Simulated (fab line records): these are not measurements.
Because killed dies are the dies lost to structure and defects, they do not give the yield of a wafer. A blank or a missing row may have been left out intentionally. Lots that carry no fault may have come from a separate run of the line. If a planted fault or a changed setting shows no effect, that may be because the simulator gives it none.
Split-lot study :: flow n5-finfet :: 21 wafers read across 7 lots, on a route 1938 steps long

ON THE SPLIT
At N5_BEOL_M11_COAT_63 (time 60 s, resist thk 100 nm), the setting spin-rpm was moved away from the recipe's 1500 rpm on 9 of the 21 wafers read, by -10.7% to +8.7%. This setting was run at the recipe's value on the other wafers.

The reading comes from the split's own step.

THE READING
SOC_of_BEOL_M11_COAT_63.thk-nm (the simulator's own value, which no gauge read), in nm, at N5_BEOL_M11_COAT_63 (time 60 s, resist thk 100 nm). There is no usual value for it anywhere in the file. Across the 12 wafers here that went through the recipe, the average is 100.1 nm and the standard deviation 0.31 nm.

wafer: L082.2
tool, chamber at the split: litho-track-02, 0
spin-rpm as run, rpm: 1631
against the recipe: +8.7%
SOC_of_BEOL_M11_COAT_63.thk-nm, nm: 95.8
against lot-mates on the recipe: -4.0

wafer: L082.4
tool, chamber at the split: litho-track-02, 0
spin-rpm as run, rpm: 1500
against the recipe: recipe
SOC_of_BEOL_M11_COAT_63.thk-nm, nm: 99.8
against lot-mates on the recipe: -

wafer: L082.6
tool, chamber at the split: litho-track-02, 0
spin-rpm as run, rpm: 1500
against the recipe: recipe
SOC_of_BEOL_M11_COAT_63.thk-nm, nm: 99.8
against lot-mates on the recipe: -

wafer: L078.3
tool, chamber at the split: litho-track-02, 0
spin-rpm as run, rpm: 1500
against the recipe: recipe
SOC_of_BEOL_M11_COAT_63.thk-nm, nm: 100.4
against lot-mates on the recipe: -

wafer: L078.4
tool, chamber at the split: litho-track-02, 0
spin-rpm as run, rpm: 1500
against the recipe: recipe
SOC_of_BEOL_M11_COAT_63.thk-nm, nm: 100.2
against lot-mates on the recipe: -

wafer: L078.5
tool, chamber at the split: litho-track-02, 0
spin-rpm as run, rpm: 1500
against the recipe: recipe
SOC_of_BEOL_M11_COAT_63.thk-nm, nm: 100
against lot-mates on the recipe: -

wafer: L084.1
tool, chamber at the split: litho-track-05, 0
spin-rpm as run, rpm: 1340
against the recipe: -10.7%
SOC_of_BEOL_M11_COAT_63.thk-nm, nm: 106
against lot-mates on the recipe: +5.6

wafer: L084.2
tool, chamber at the split: litho-track-05, 0
spin-rpm as run, rpm: 1340
against the recipe: -10.7%
SOC_of_BEOL_M11_COAT_63.thk-nm, nm: 106
against lot-mates on the recipe: +5.6

wafer: L084.4
tool, chamber at the split: litho-track-05, 0
spin-rpm as run, rpm: 1500
against the recipe: recipe
SOC_of_BEOL_M11_COAT_63.thk-nm, nm: 100.4
against lot-mates on the recipe: -

wafer: L086.1
tool, chamber at the split: litho-track-03, 0
spin-rpm as run, rpm: 1500
against the recipe: recipe
SOC_of_BEOL_M11_COAT_63.thk-nm, nm: 100.6
against lot-mates on the recipe: -

wafer: L086.5
tool, chamber at the split: litho-track-03, 0
spin-rpm as run, rpm: 1610
against the recipe: +7.3%
SOC_of_BEOL_M11_COAT_63.thk-nm, nm: 96.8
against lot-mates on the recipe: -3.7

wafer: L086.6
tool, chamber at the split: litho-track-03, 0
spin-rpm as run, rpm: 1500
against the recipe: recipe
SOC_of_BEOL_M11_COAT_63.thk-nm, nm: 100.4
against lot-mates on the recipe: -

wafer: L090.4
tool, chamber at the split: litho-track-03, 0
spin-rpm as run, rpm: 1500
against the recipe: recipe
SOC_of_BEOL_M11_COAT_63.thk-nm, nm: 99.8
against lot-mates on the recipe: -

wafer: L090.5
tool, chamber at the split: litho-track-03, 0
spin-rpm as run, rpm: 1418
against the recipe: -5.5%
SOC_of_BEOL_M11_COAT_63.thk-nm, nm: 102.4
against lot-mates on the recipe: +2.5

wafer: L090.6
tool, chamber at the split: litho-track-03, 0
spin-rpm as run, rpm: 1500
against the recipe: recipe
SOC_of_BEOL_M11_COAT_63.thk-nm, nm: 100
against lot-mates on the recipe: -

wafer: L089.1
tool, chamber at the split: litho-track-05, 0
spin-rpm as run, rpm: 1382
against the recipe: -7.9%
SOC_of_BEOL_M11_COAT_63.thk-nm, nm: 103.4
against lot-mates on the recipe: +3.8

wafer: L089.3
tool, chamber at the split: litho-track-05, 0
spin-rpm as run, rpm: 1382
against the recipe: -7.9%
SOC_of_BEOL_M11_COAT_63.thk-nm, nm: 103.8
against lot-mates on the recipe: +4.2

wafer: L089.4
tool, chamber at the split: litho-track-05, 0
spin-rpm as run, rpm: 1500
against the recipe: recipe
SOC_of_BEOL_M11_COAT_63.thk-nm, nm: 99.6
against lot-mates on the recipe: -

wafer: L093.1
tool, chamber at the split: litho-track-05, 0
spin-rpm as run, rpm: 1630
against the recipe: +8.7%
SOC_of_BEOL_M11_COAT_63.thk-nm, nm: 95.8
against lot-mates on the recipe: -4.0

wafer: L093.4
tool, chamber at the split: litho-track-05, 0
spin-rpm as run, rpm: 1630
against the recipe: +8.7%
SOC_of_BEOL_M11_COAT_63.thk-nm, nm: 95.8
against lot-mates on the recipe: -4.0

wafer: L093.6
tool, chamber at the split: litho-track-05, 0
spin-rpm as run, rpm: 1500
against the recipe: recipe
SOC_of_BEOL_M11_COAT_63.thk-nm, nm: 99.8
against lot-mates on the recipe: -

THE FIT
A straight line over all 21 wafers: SOC_of_BEOL_M11_COAT_63.thk-nm changes by -0.499 nm for each +1% of spin-rpm; r = -0.99; the points scatter about the line by 0.37 nm.
The same after taking each lot's own level away (the mean of its wafers on the recipe; 21 wafers): -0.494 nm for each +1%; r = -1.00; scatter 0.18 nm.
Per that fit: largest spin-rpm move, reading shift of 5.3 nm.
Measured against the standard deviation above, the lots' own levels, which go from 99.60 to 100.50 nm, span 2.9 times it.
Hence the lot-to-lot level has little effect on the slope; both slopes agree.
Check: with one of the wafers moved furthest among these (-10.7%) left out of the fit, the line predicts +5.27 nm for it against its lot-mates. It came out at +5.6 nm against them.

THESE WAFERS: OTHER SPLITS
Other splits were also applied to these wafers ahead of the reading. Each is held against what the fit with the lots' levels taken away leaves over:
other split on the same wafers: N5_BEOL_M5_COAT_22 spin-rpm
wafers away from the commonest value: 8
r with SOC_of_BEOL_M11_COAT_63.thk-nm (lot level and that fit taken away): -0.07

other split on the same wafers: N5_BEOL_M6_HM_DEP_02 target-thk-a
wafers away from the commonest value: 8
r with SOC_of_BEOL_M11_COAT_63.thk-nm (lot level and that fit taken away): -0.10

other split on the same wafers: N5_BEOL_M8_EXPOSE_25 dose-mj
wafers away from the commonest value: 5
r with SOC_of_BEOL_M11_COAT_63.thk-nm (lot level and that fit taken away): -0.01

other split on the same wafers: N5_BEOL_M9_COAT_22 spin-rpm
wafers away from the commonest value: 4
r with SOC_of_BEOL_M11_COAT_63.thk-nm (lot level and that fit taken away): -0.13

other split on the same wafers: N5_BEOL_M10_ETCH_41 source-w
wafers away from the commonest value: 5
r with SOC_of_BEOL_M11_COAT_63.thk-nm (lot level and that fit taken away): -0.13

FILE'S OWN FIT
SOC_of_BEOL_M11_COAT_63.thk-nm changes by -0.491 nm for each +1% of spin-rpm, r = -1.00.
